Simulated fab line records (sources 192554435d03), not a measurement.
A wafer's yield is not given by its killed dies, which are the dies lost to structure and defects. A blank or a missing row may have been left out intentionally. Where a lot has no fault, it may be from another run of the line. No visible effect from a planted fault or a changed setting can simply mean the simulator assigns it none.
fab line records + flow n5_finfet
[record]
- lots = 15
- wafers = 44
- last_day = 17
route steps=1938 shown BEOL_M9@1464 BEOL_M10@1470
lots with no fault: from the same line, run without faults
start_h: the number of hours between the record's first day and the start of the first shown wafer of the lot + wait_h: hours since the lot's step before + " as in the row above + L1.1+2: a row that stands for several wafers + - no value present, or no start provided + * or withheld: withheld + < > ~ a bound
route shown NAME@n: names a module that has steps shown in the file, with the first one's number in the route + usual: mean/standard deviation of fault-free wafers + same: alike in all rows + chamber/n: place in a boat + sites: the reading at each site + _std_site: the standard deviation of these + _edge_site: the outer-site mean with the inner-site mean subtracted + radius_mm: how far each site lies from the wafer's centre + mask NAME#n: copy n + behind: the tool/chamber that last shaped the wafer + hold: why the lot was held/for how many hours/how that ended + device: which transistor (n, p or np) failed to switch + end of line: the tests these same wafers got at the end of their route + a step without rows: its recipe alone + killed: dies lost to structure and defects at the first sort, not the wafer's yield + map: per-die view of a wafer (x killed, . not killed, _ where there is no die)
set.NAME: the setting that was run; set.NAME@STEP: the one run at that earlier step + model.NAME: the simulator's own value behind a step, which no gauge read
steps of the route over a sample of lots; a table a step, a row a wafer
services: when a tool's chamber went out of use (start_h, in hours from the record's first day, below 0 if earlier), for how many hours, and the reason
[[steps]]
[step N5_BEOL_M9_CMP_52]
[recipe]
- stop_on = SiCOH_lowk
- t_overpolish_s = 7
- down_force_psi = 1
- platen_rpm = 50
- clearing_platen_down_force_psi = 1.5
- clearing_platen_rpm = 50
- post_cmp_clean = cu_alkaline
- target_thk_nm = 140
- clearing_platen_pad_velocity_m_s = 0.99484
- pad_velocity_m_s = 0.99484
[usual]
- barrier_field_endpoint_s = 28.6/0.65
- motor_current_A = 5.9/0.55
- overpolish_run_s = 7.000/0.009
- time_to_endpoint_s = 64.9/2.9
| lot.wafer | tool   | chamber | start_h | wait_h | barrier_field_endpoint_s | motor_current_A | overpolish_run_s | time_to_endpoint_s |
|-----------|--------|---------|---------|--------|--------------------------|-----------------|------------------|--------------------|
| L571.3    | cmp-01 | 0       | 228.33  | 0.2    | 27.9                     | 5.6             | 6.999            | 62.9               |
| L571.1    | "      | 3       | "       | "      | 28.5                     | 5.7             | 7.000            | 64.8               |
| L571.6    | "      | 0       | "       | "      | 28.1                     | 6.0             | 7.000            | 62.5               |
| L572.3    | cmp-03 | 3       | 240.19  | 0.2    | 28.7                     | 5.8             | 6.984            | 66.0               |
| L572.4    | "      | 0       | "       | "      | 28.4                     | 6.4             | 6.997            | 61.3               |
| L572.1    | "      | 1       | "       | "      | 28.9                     | 6.0             | 6.984            | 65.5               |
| L573.1    | cmp-01 | 2       | 244.85  | 0.3    | 28.3                     | 5.5             | 7.009            | 63.2               |
| L573.3    | "      | 3       | "       | "      | 27.9                     | 5.7             | 7.003            | 65.8               |
| L573.6    | "      | 1       | "       | "      | 28.5                     | 6.7             | 6.997            | 65.5               |
| L574.1    | cmp-01 | 3       | 250.65  | 0.3    | 29.1                     | 5.5             | 7.003            | 68.4               |
| L574.3    | "      | 0       | "       | "      | 29.9                     | 5.8             | 7.013            | 66.4               |
| L574.6    | "      | 1       | "       | "      | 29.2                     | 6.7             | 6.989            | 67.4               |
| L577.4    | cmp-01 | 0       | 264.39  | 0.1    | 28.4                     | 5.5             | 7.000            | 64.9               |
| L577.2    | "      | 1       | "       | "      | 29.8                     | 6.5             | 6.990            | 71.4               |
| L577.5    | "      | 0       | "       | "      | 29.1                     | 5.8             | 6.993            | 67.8               |
| L580.1    | cmp-04 | 1       | 267.51  | 0.3    | 28.5                     | 5.7             | 6.997            | 63.6               |
| L580.5    | "      | 3       | "       | "      | 28.6                     | 5.9             | 6.993            | 62.1               |
| L580.6    | "      | 0       | "       | "      | 28.0                     | 6.4             | 7.009            | 62.6               |
| L579.1    | cmp-01 | 1       | 269.96  | 0.3    | 28.6                     | 6.7             | 7.003            | 66.1               |
| L579.3    | "      | 2       | "       | "      | 27.0                     | 5.6             | 7.001            | 61.1               |
| L579.5    | "      | 1       | "       | "      | 29.0                     | 6.6             | 6.995            | 68.1               |
| L581.3    | cmp-01 | 1       | 277.79  | 0.2    | 28.0                     | 7.0             | 6.993            | 65.9               |
| L581.2    | "      | 2       | "       | "      | 27.9                     | 5.4             | 6.992            | 61.5               |
| L581.5    | "      | 0       | "       | "      | 28.5                     | 5.8             | 7.012            | 67.9               |
| L582.6    | cmp-04 | 3       | 283.75  | 0.2    | 28.2                     | 6.1             | 6.994            | 63.6               |
| L582.5    | "      | 0       | "       | "      | 28.2                     | 6.6             | 7.008            | 63.9               |
| L584.2    | cmp-01 | 3       | 304.78  | 0.3    | 28.1                     | 5.4             | 6.997            | 63.4               |
| L584.3    | "      | 0       | "       | "      | 29.5                     | 5.8             | 7.004            | 65.3               |
| L584.5    | "      | 2       | "       | "      | 28.3                     | 5.7             | 6.991            | 60.9               |
| L585.1    | cmp-03 | 2       | 316.76  | 0.3    | 28.6                     | 5.0             | 6.991            | 64.0               |
| L585.4    | "      | 1       | "       | "      | 29.2                     | 6.0             | 7.009            | 63.7               |
| L585.5    | "      | 3       | "       | "      | 28.6                     | 5.9             | 6.998            | 61.7               |
| L588.4    | cmp-04 | 3       | 319.14  | 0.2    | 28.0                     | 6.0             | 7.006            | 61.9               |
| L588.3    | "      | 0       | "       | "      | 27.7                     | 6.8             | 7.008            | 61.9               |
| L588.6    | "      | 2       | "       | "      | 29.0                     | 5.0             | 6.995            | 71.4               |
| L587.1    | cmp-03 | 1       | 326.37  | 0.3    | 29.2                     | 5.7             | 6.993            | 63.9               |
| L587.3    | "      | 3       | "       | "      | 28.9                     | 6.0             | 7.001            | 66.5               |
| L587.5    | "      | 2       | "       | "      | 29.9                     | 4.8             | 6.996            | 70.2               |
| L589.4    | cmp-04 | 0       | 344.58  | 0.1    | 28.6                     | 6.4             | 7.001            | 62.8               |
| L589.3    | "      | 3       | "       | "      | 28.8                     | 5.9             | 6.980            | 64.5               |
| L589.6    | "      | 0       | "       | "      | 28.5                     | 6.9             | 7.004            | 61.8               |
| L592.4    | cmp-03 | 3       | 364.54  | 0.2    | 28.2                     | 5.8             | 6.986            | 59.9               |
| L592.2    | "      | 0       | "       | "      | 28.1                     | 6.0             | 7.003            | 61.8               |
| L592.6    | "      | 3       | "       | "      | 27.9                     | 5.8             | 6.996            | 63.2               |
[step N5_BEOL_M10_ILD_DEP_00]
[recipe]
- material = SiCOH_lowk
- target_thk_a = 3085.1
- temp_c = 300
- precursor = DEMS/porogen
- pressure_torr = 5
- rf_w = 500
- time_s = 58
[usual]
- heater_power_w = 309/40
- rf_fwd_power_W = 495.4/1.7
- showerhead_plenum_p_Torr = 5.733/0.014
- throttle_valve_pct = 14.0/1
| lot.wafer | tool     | chamber | start_h | wait_h | heater_power_w | rf_fwd_power_W | showerhead_plenum_p_Torr | throttle_valve_pct |
|-----------|----------|---------|---------|--------|----------------|----------------|--------------------------|--------------------|
| L571.1    | pecvd-01 | 1       | 228.86  | 0.0    | 328            | 493.3          | 5.734                    | 16.2               |
| L571.3    | "        | 0       | "       | "      | 275            | 496.9          | 5.712                    | 13.5               |
| L571.6    | "        | 1       | "       | "      | 346            | 496.3          | 5.734                    | 16.1               |
| L572.1    | pecvd-04 | 2       | 240.64  | 0.0    | 298            | 493.1          | 5.728                    | 12.4               |
| L572.3    | "        | 1       | "       | "      | 323            | 497.1          | 5.734                    | 13.4               |
| L572.4    | "        | 1       | "       | "      | 337            | 495.7          | 5.735                    | 13.4               |
| L573.1    | pecvd-01 | 0       | 245.30  | 0.0    | 279            | 497.5          | 5.724                    | 13.8               |
| L573.3    | "        | 1       | "       | "      | 294            | 492.3          | 5.719                    | 15.9               |
| L573.6    | "        | 1       | "       | "      | 306            | 493.9          | 5.735                    | 16.3               |
| L574.1    | pecvd-04 | 2       | 251.06  | 0.0    | 287            | 496.3          | 5.734                    | 12.4               |
| L574.3    | "        | 0       | "       | "      | 335            | 492.4          | 5.735                    | 14.6               |
| L574.6    | "        | 1       | "       | "      | 285            | 497.2          | 5.725                    | 13.6               |
| L577.2    | pecvd-04 | 0       | 264.89  | 0.0    | 322            | 492.5          | 5.726                    | 14.5               |
| L577.4    | "        | 0       | "       | "      | 336            | 490.4          | 5.749                    | 14.4               |
| L577.5    | "        | 2       | "       | "      | 249            | 496.2          | 5.723                    | 12.9               |
| L580.1    | pecvd-04 | 1       | 267.93  | 0.0    | 292            | 497.3          | 5.722                    | 13.9               |
| L580.5    | "        | 1       | "       | "      | 300            | 497.2          | 5.739                    | 13.4               |
| L580.6    | "        | 2       | "       | "      | 301            | 496.4          | 5.725                    | 12.5               |
| L579.1    | pecvd-01 | 0       | 270.46  | 0.0    | 270            | 494.1          | 5.724                    | 13.6               |
| L579.3    | "        | 2       | "       | "      | 314            | 495.6          | 5.756                    | 14.1               |
| L579.5    | "        | 0       | "       | "      | 276            | 494.0          | 5.732                    | 13.8               |
| L581.2    | pecvd-01 | 1       | 278.24  | 0.0    | 348            | 494.9          | 5.746                    | 16.2               |
| L581.3    | "        | 2       | "       | "      | 325            | 493.1          | 5.772                    | 13.9               |
| L581.5    | "        | 0       | "       | "      | 327            | 493.9          | 5.713                    | 13.5               |
| L582.5    | pecvd-04 | 2       | 284.12  | 0.1    | 231            | 496.1          | 5.717                    | 13.1               |
| L582.6    | "        | 1       | "       | "      | 346            | 497.2          | 5.732                    | 13.4               |
| L584.2    | pecvd-01 | 1       | 305.20  | 0.0    | 337            | 492.6          | 5.717                    | 15.8               |
| L584.3    | "        | 2       | "       | "      | 305            | 494.4          | 5.774                    | 14.0               |
| L584.5    | "        | 0       | "       | "      | 310            | 494.3          | 5.717                    | 13.7               |
| L585.1    | pecvd-01 | 2       | 317.27  | 0.0    | 301            | 492.2          | 5.768                    | 14.0               |
| L585.4    | "        | 0       | "       | "      | 316            | 494.9          | 5.730                    | 13.5               |
| L585.5    | "        | 2       | "       | "      | 326            | 492.3          | 5.770                    | 14.0               |
| L588.3    | pecvd-04 | 0       | 319.56  | 0.0    | 306            | 494.3          | 5.734                    | 14.7               |
| L588.4    | "        | 0       | "       | "      | 335            | 496.2          | 5.743                    | 14.9               |
| L588.6    | "        | 1       | "       | "      | 276            | 497.1          | 5.733                    | 13.5               |
| L587.1    | pecvd-04 | 0       | 326.87  | 0.0    | 320            | 496.6          | 5.734                    | 14.8               |
| L587.3    | "        | 1       | "       | "      | 343            | 496.6          | 5.717                    | 13.4               |
| L587.5    | "        | 1       | "       | "      | 344            | 495.5          | 5.734                    | 13.4               |
| L589.3    | pecvd-04 | 2       | 345.10  | 0.1    | 303            | 495.8          | 5.728                    | 13.1               |
| L589.4    | "        | 1       | "       | "      | 360            | 495.5          | 5.722                    | 13.9               |
| L589.6    | "        | 1       | "       | "      | 280            | 496.6          | 5.733                    | 13.7               |
| L592.2    | pecvd-04 | 2       | 364.99  | 0.0    | 255            | 495.5          | 5.724                    | 12.8               |
| L592.4    | "        | 2       | "       | "      | 274            | 496.7          | 5.732                    | 13.1               |
| L592.6    | "        | 1       | "       | "      | 312            | 498.3          | 5.745                    | 13.4               |
[step N5_BEOL_M10_OVL_MEAS_12]
[recipe]
- points_per_wafer = 44
[usual]
- M10_OVL = -0.4/0.71
| lot.wafer | tool       | chamber | start_h | wait_h | M10_OVL[nm] |
|-----------|------------|---------|---------|--------|-------------|
| L571.1    | overlay-01 | 0       | 230.65  | 0.0    | -0.3        |
| L571.3    | "          | 0       | "       | "      | -2.1        |
| L571.6    | "          | 0       | "       | "      | -1.1        |
| L572.1    | overlay-01 | 0       | 241.95  | 0.0    | 0.8         |
| L572.3    | "          | 0       | "       | "      | -0.6        |
| L572.4    | "          | 0       | "       | "      | -0.9        |
| L573.1    | overlay-01 | 0       | 246.51  | 0.0    | 0.7         |
| L573.3    | "          | 0       | "       | "      | -0.7        |
| L573.6    | "          | 0       | "       | "      | 0.6         |
| L574.1    | overlay-02 | 0       | 252.63  | 0.0    | -1.5        |
| L574.3    | "          | 0       | "       | "      | -1.5        |
| L574.6    | "          | 0       | "       | "      | -1.6        |
| L577.2    | overlay-01 | 0       | 267.68  | 0.0    | -1.6        |
| L577.4    | "          | 0       | "       | "      | -0.8        |
| L577.5    | "          | 0       | "       | "      | -1.0        |
| L580.1    | overlay-01 | 0       | 269.78  | 0.0    | -0.7        |
| L580.5    | "          | 0       | "       | "      | -0.6        |
| L580.6    | "          | 0       | "       | "      | 0.5         |
| L579.1    | overlay-02 | 0       | 272.72  | 0.0    | 0.0         |
| L579.3    | "          | 0       | "       | "      | -1.8        |
| L579.5    | "          | 0       | "       | "      | -1.2        |
| L581.2    | overlay-02 | 0       | 279.99  | 0.0    | -0.9        |
| L581.3    | "          | 0       | "       | "      | -0.6        |
| L581.5    | "          | 0       | "       | "      | -1.3        |
| L582.5    | overlay-01 | 0       | 285.98  | 0.0    | -1.2        |
| L582.6    | "          | 0       | "       | "      | -0.4        |
| L584.2    | overlay-02 | 0       | 308.26  | 0.0    | -1.3        |
| L584.3    | "          | 0       | "       | "      | -1.5        |
| L584.5    | "          | 0       | "       | "      | -1.5        |
| L585.1    | overlay-01 | 0       | 318.97  | 0.0    | -0.4        |
| L585.4    | "          | 0       | "       | "      | 0.0         |
| L585.5    | "          | 0       | "       | "      | -1.0        |
| L588.3    | overlay-01 | 0       | 324.20  | 0.0    | -1.0        |
| L588.4    | "          | 0       | "       | "      | 0.1         |
| L588.6    | "          | 0       | "       | "      | -0.4        |
| L587.1    | overlay-01 | 0       | 328.21  | 0.0    | 1.1         |
| L587.3    | "          | 0       | "       | "      | -0.3        |
| L587.5    | "          | 0       | "       | "      | -0.3        |
| L589.3    | overlay-02 | 0       | 347.93  | 0.0    | -0.1        |
| L589.4    | "          | 0       | "       | "      | -0.3        |
| L589.6    | "          | 0       | "       | "      | 0.3         |
| L592.2    | overlay-02 | 0       | 366.98  | 0.0    | 0.0         |
| L592.4    | "          | 0       | "       | "      | -0.4        |
| L592.6    | "          | 0       | "       | "      | -0.6        |
[step N5_BEOL_M10_HM_OPEN_17]
[recipe]
- chemistry = Cl2/BCl3
- target_depth_a = 200
- overetch_a = 60
- target = TiN
- mask_material = SOC
- ion_energy_ev = 150
- pressure_mtorr = 10
- icp_w = 1000
- bias_w = 126
- Cl2_flow_sccm = 53.25
- bcl3_flow_sccm = 21.75
- Ar_flow_sccm = 25
[usual]
- bcl3_flow_sccm = 21.74/0.065
- bias_w = 125.9/0.39
- chamber_pressure_mTorr = 9.999/0.0093
- drypump_motor_current_A = 5.8/0.4
- oes_product_au = 0.64/0.058
- rf_fwd_power_W = 993/3.1
- throttle_valve_pct = 22.23/0.27
| lot.wafer | tool         | chamber | start_h | wait_h | bcl3_flow_sccm | bias_w | chamber_pressure_mTorr | drypump_motor_current_A | oes_product_au | rf_fwd_power_W | rf_hours_counter_h | throttle_valve_pct |
|-----------|--------------|---------|---------|--------|----------------|--------|------------------------|-------------------------|----------------|----------------|--------------------|--------------------|
| L571.1    | rie_metal-03 | 0       | 230.98  | 0.0    | 21.75          | 125.8  | 10.001                 | 6.7                     | 0.72           | 998            | 28                 | 22.14              |
| L571.3    | "            | 1       | "       | "      | 21.80          | 125.9  | 9.999                  | 5.9                     | 0.68           | 988            | -                  | 22.08              |
| L571.6    | "            | 1       | "       | "      | 21.77          | 125.3  | 10.010                 | 5.9                     | 0.67           | 990            | -                  | 22.10              |
| L572.1    | rie_metal-02 | 0       | 242.28  | 0.0    | 21.74          | 125.6  | 9.992                  | 5.6                     | 0.67           | 992            | 43                 | 22.35              |
| L572.3    | "            | 0       | "       | "      | 21.69          | 125.3  | 10.022                 | 5.6                     | 0.66           | 992            | -                  | 22.36              |
| L572.4    | "            | 0       | "       | "      | 21.72          | 126.0  | 9.996                  | 5.6                     | 0.66           | 998            | -                  | 22.38              |
| L573.1    | rie_metal-03 | 1       | 247.82  | 0.0    | 21.73          | 126.6  | 10.008                 | 5.9                     | 0.67           | 990            | 43                 | 22.06              |
| L573.3    | "            | 0       | "       | "      | 21.84          | 125.0  | 9.993                  | 6.6                     | 0.71           | 993            | -                  | 22.17              |
| L573.6    | "            | 1       | "       | "      | 21.83          | 125.7  | 9.987                  | 5.9                     | 0.66           | 991            | -                  | 22.11              |
| L574.1    | rie_metal-02 | 0       | 253.40  | 0.0    | 21.74          | 125.6  | 10.002                 | 5.6                     | 0.66           | 997            | 45                 | 22.36              |
| L574.3    | "            | 0       | "       | "      | 21.84          | 125.3  | 9.987                  | 5.6                     | 0.66           | 992            | -                  | 22.36              |
| L574.6    | "            | 1       | "       | "      | 21.85          | 125.7  | 9.995                  | 5.4                     | 0.59           | 992            | -                  | 22.12              |
| L577.2    | rie_metal-03 | 0       | 268.04  | 0.0    | 21.66          | 126.6  | 10.009                 | 6.6                     | 0.71           | 995            | 31                 | 22.16              |
| L577.4    | "            | 1       | "       | "      | 21.74          | 126.6  | 10.012                 | 5.9                     | 0.66           | 986            | -                  | 22.08              |
| L577.5    | "            | 0       | "       | "      | 21.66          | 125.6  | 10.005                 | 6.6                     | 0.71           | 995            | -                  | 22.18              |
| L580.1    | rie_metal-01 | 1       | 270.11  | 0.0    | 21.67          | 126.1  | 9.990                  | 6.1                     | 0.55           | 993            | 100                | 22.76              |
| L580.5    | "            | 1       | "       | "      | 21.65          | 125.9  | 10.017                 | 6.1                     | 0.54           | 992            | -                  | 22.77              |
| L580.6    | "            | 0       | "       | "      | 21.81          | 126.1  | 10.002                 | 5.7                     | 0.70           | 1003           | -                  | 21.90              |
| L579.1    | rie_metal-02 | 1       | 273.05  | 0.0    | 21.73          | 125.9  | 10.003                 | 5.3                     | 0.58           | 992            | 84                 | 22.12              |
| L579.3    | "            | 1       | "       | "      | 21.64          | 125.9  | 10.005                 | 5.4                     | 0.58           | 992            | -                  | 22.11              |
| L579.5    | "            | 1       | "       | "      | 21.72          | 126.0  | 10.004                 | 5.4                     | 0.58           | 992            | -                  | 22.14              |
| L581.2    | rie_metal-01 | 0       | 280.32  | 0.0    | 21.82          | 125.5  | 9.988                  | 5.7                     | 0.70           | 995            | 26                 | 21.91              |
| L581.3    | "            | 1       | "       | "      | 21.73          | 126.2  | 9.988                  | 6.1                     | 0.55           | 991            | -                  | 22.76              |
| L581.5    | "            | 0       | "       | "      | 21.93          | 125.6  | 9.993                  | 5.7                     | 0.70           | 992            | -                  | 21.90              |
| L582.5    | rie_metal-03 | 0       | 286.83  | 0.1    | 21.76          | 125.5  | 9.988                  | 6.7                     | 0.71           | 994            | -                  | 22.16              |
| L582.6    | "            | 1       | "       | "      | 21.81          | 125.5  | 10.002                 | 5.9                     | 0.66           | 988            | -                  | 22.09              |
| L584.2    | rie_metal-02 | 1       | 308.97  | 0.0    | 21.74          | 126.1  | 10.002                 | 5.4                     | 0.56           | 987            | 89                 | 22.16              |
| L584.3    | "            | 1       | "       | "      | 21.75          | 126.1  | 9.997                  | 5.4                     | 0.57           | 993            | -                  | 22.15              |
| L584.5    | "            | 0       | "       | "      | 21.86          | 126.1  | 10.001                 | 5.6                     | 0.64           | 993            | -                  | 22.41              |
| L585.1    | rie_metal-03 | 0       | 319.30  | 0.0    | -              | -      | -                      | -                       | -              | -              | -                  | -                  |
| L585.4    | "            | 0       | "       | "      | -              | -      | -                      | -                       | -              | -              | -                  | -                  |
| L585.5    | "            | 0       | "       | "      | -              | -      | -                      | -                       | -              | -              | -                  | -                  |
| L588.3    | rie_metal-01 | 0       | 324.58  | 0.1    | -              | -      | -                      | -                       | -              | -              | -                  | -                  |
| L588.4    | "            | 1       | "       | "      | -              | -      | -                      | -                       | -              | -              | -                  | -                  |
| L588.6    | "            | 1       | "       | "      | -              | -      | -                      | -                       | -              | -              | -                  | -                  |
| L587.1    | rie_metal-02 | 0       | 328.79  | 0.0    | -              | -      | -                      | -                       | -              | -              | -                  | -                  |
| L587.3    | "            | 1       | "       | "      | -              | -      | -                      | -                       | -              | -              | -                  | -                  |
| L587.5    | "            | 1       | "       | "      | -              | -      | -                      | -                       | -              | -              | -                  | -                  |
| L589.3    | rie_metal-01 | 1       | 348.31  | 0.1    | 21.86          | 126.1  | 9.999                  | 6.1                     | 0.54           | 993            | -                  | 22.78              |
| L589.4    | "            | 0       | "       | "      | 21.79          | 126.8  | 10.019                 | 5.7                     | 0.68           | 997            | -                  | 21.92              |
| L589.6    | "            | 0       | "       | "      | 21.67          | 125.7  | 10.009                 | 5.7                     | 0.67           | 994            | -                  | 21.93              |
| L592.2    | rie_metal-03 | 1       | 367.31  | 0.0    | 21.69          | 126.2  | 10.004                 | 5.9                     | 0.64           | 986            | 53                 | 22.12              |
| L592.4    | "            | 0       | "       | "      | 21.79          | 126.8  | 10.004                 | 6.6                     | 0.68           | 997            | -                  | 22.19              |
| L592.6    | "            | 0       | "       | "      | 21.72          | 126.1  | 9.992                  | 6.6                     | 0.68           | 990            | -                  | 22.21              |
[step N5_BEOL_M10_CD_MEAS_18]
[recipe]
- pitch_nm = 140
- target_cd_nm = 70
[usual]
- cd_nm = 69.8/0.69
| lot.wafer | tool      | chamber | start_h | wait_h | cd_nm |
|-----------|-----------|---------|---------|--------|-------|
| L571.1    | cd_sem-02 | -       | 231.16  | 0.0    | 70.9  |
| L571.3    | "         | -       | "       | "      | 70.5  |
| L571.6    | "         | -       | "       | "      | 70.0  |
| L572.1    | cd_sem-01 | -       | 242.55  | 0.0    | 69.7  |
| L572.3    | "         | -       | "       | "      | 70.6  |
| L572.4    | "         | -       | "       | "      | 69.8  |
| L573.1    | cd_sem-02 | -       | 248.05  | 0.0    | 71.6  |
| L573.3    | "         | -       | "       | "      | 70.8  |
| L573.6    | "         | -       | "       | "      | 70.8  |
| L574.1    | cd_sem-01 | -       | 253.58  | 0.0    | 70.6  |
| L574.3    | "         | -       | "       | "      | 71.2  |
| L574.6    | "         | -       | "       | "      | 70.0  |
| L577.2    | cd_sem-02 | -       | 268.35  | 0.1    | 69.6  |
| L577.4    | "         | -       | "       | "      | 70.1  |
| L577.5    | "         | -       | "       | "      | 69.9  |
| L580.1    | cd_sem-02 | -       | 270.29  | 0.0    | 70.2  |
| L580.5    | "         | -       | "       | "      | 69.1  |
| L580.6    | "         | -       | "       | "      | 69.7  |
| L579.1    | cd_sem-02 | -       | 273.30  | 0.0    | 69.1  |
| L579.3    | "         | -       | "       | "      | 70.0  |
| L579.5    | "         | -       | "       | "      | 70.1  |
| L581.2    | cd_sem-01 | -       | 280.51  | 0.1    | 69.7  |
| L581.3    | "         | -       | "       | "      | 69.9  |
| L581.5    | "         | -       | "       | "      | 69.7  |
| L582.5    | cd_sem-02 | -       | 287.04  | 0.0    | 68.7  |
| L582.6    | "         | -       | "       | "      | 69.9  |
| L584.2    | cd_sem-02 | -       | 309.15  | 0.1    | 70.3  |
| L584.3    | "         | -       | "       | "      | 70.0  |
| L584.5    | "         | -       | "       | "      | 69.9  |
| L585.1    | cd_sem-03 | -       | 319.48  | 0.1    | -     |
| L585.4    | "         | -       | "       | "      | -     |
| L585.5    | "         | -       | "       | "      | -     |
| L588.3    | cd_sem-03 | -       | 324.73  | 0.1    | -     |
| L588.4    | "         | -       | "       | "      | -     |
| L588.6    | "         | -       | "       | "      | -     |
| L587.1    | cd_sem-03 | -       | 328.98  | 0.0    | -     |
| L587.3    | "         | -       | "       | "      | -     |
| L587.5    | "         | -       | "       | "      | -     |
| L589.3    | cd_sem-01 | -       | 348.54  | 0.1    | 69.9  |
| L589.4    | "         | -       | "       | "      | 69.1  |
| L589.6    | "         | -       | "       | "      | 69.5  |
| L592.2    | cd_sem-03 | -       | 367.49  | 0.1    | 69.8  |
| L592.4    | "         | -       | "       | "      | 69.2  |
| L592.6    | "         | -       | "       | "      | 68.3  |
[[services]]
| tool         | chamber | start_h | hours | kind                           |
|--------------|---------|---------|-------|--------------------------------|
| pecvd-04     | 0       | 214.44  | 25.6  | repair                         |
| rie_metal-02 | 1       | 228.40  | 16.7  | repair                         |
| cmp-01       | -       | 234.04  | 3.7   | pm                             |
| cmp-04       | -       | 236.65  | 5.7   | pm                             |
| pecvd-04     | 2       | 242.61  | 6.9   | repair                         |
| pecvd-01     | -       | 255.82  | 1.6   | repair                         |
| cmp-03       | -       | 274.80  | 4.0   | pm                             |
| cmp-04       | -       | 275.29  | 2.0   | repair                         |
| rie_metal-02 | 1       | 285.23  | 5.5   | repair                         |
| cmp-01       | -       | 288.82  | 1.2   | repair                         |
| pecvd-04     | 2       | 289.93  | 9.3   | repair                         |
| cmp-03       | -       | 298.26  | 0.7   | repair                         |
| rie_metal-03 | -       | 310.55  | 1.4   | pm                             |
| cmp-01       | -       | 310.90  | 4.0   | pm                             |
| cmp-01       | -       | 314.90  | -     | consumable_replace:conditioner |
| cmp-01       | -       | 314.90  | -     | consumable_replace:pad         |
| pecvd-01     | 2       | 336.51  | 5.5   | scheduled_down                 |
| pecvd-04     | 0       | 337.05  | 16.5  | scheduled_down                 |
| cmp-03       | -       | 343.51  | 2.6   | repair                         |
| rie_metal-03 | -       | 347.73  | 2.8   | pm                             |
| pecvd-01     | 2       | 352.90  | 6.9   | repair                         |
| cmp-04       | -       | 353.32  | 2.8   | repair                         |
| pecvd-04     | 1       | 354.65  | 5.5   | scheduled_down                 |
| pecvd-04     | 0       | 364.12  | 5.5   | scheduled_down                 |
[[key]]
[first_sign]
- step = N5_BEOL_M10_HM_OPEN_17
- reading = tool_record
- direction = missing
[effect]
- step = N5_BEOL_M10_CD_MEAS_18
- reading = cd_nm
- direction = missing
met_at N5_BEOL_M10_HM_OPEN_17
struck_lots L585,L587,L588
later_rows_left_out L585.1,L585.4,L585.5,L587.1,L587.3,L587.5,L588.3,L588.4,L588.6
sort_left_out L585.1,L585.4,L585.5,L587.1,L587.3,L587.5,L588.3,L588.4,L588.6
not_acting_at N5_BEOL_M9_CMP_52,N5_BEOL_M10_ILD_DEP_00,N5_BEOL_M10_OVL_MEAS_12
onset_between 308.97 319.30
[fault]
- kind = skipped_step_whole
- tool = rie_metal-01,rie_metal-02,rie_metal-03
- chamber = -
- onset_h = 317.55
- steps = N5_BEOL_M10_HM_OPEN_17
- scope = struck_lots_only
// sort_left_out: the simulated sort isn't trusted on such a fault, so these wafers' sort isn't shown, and their yield isn't known
// later_rows_left_out: the simulator's readings of these wafers behind a module that went badly wrong aren't trusted and aren't shown, but for the sort
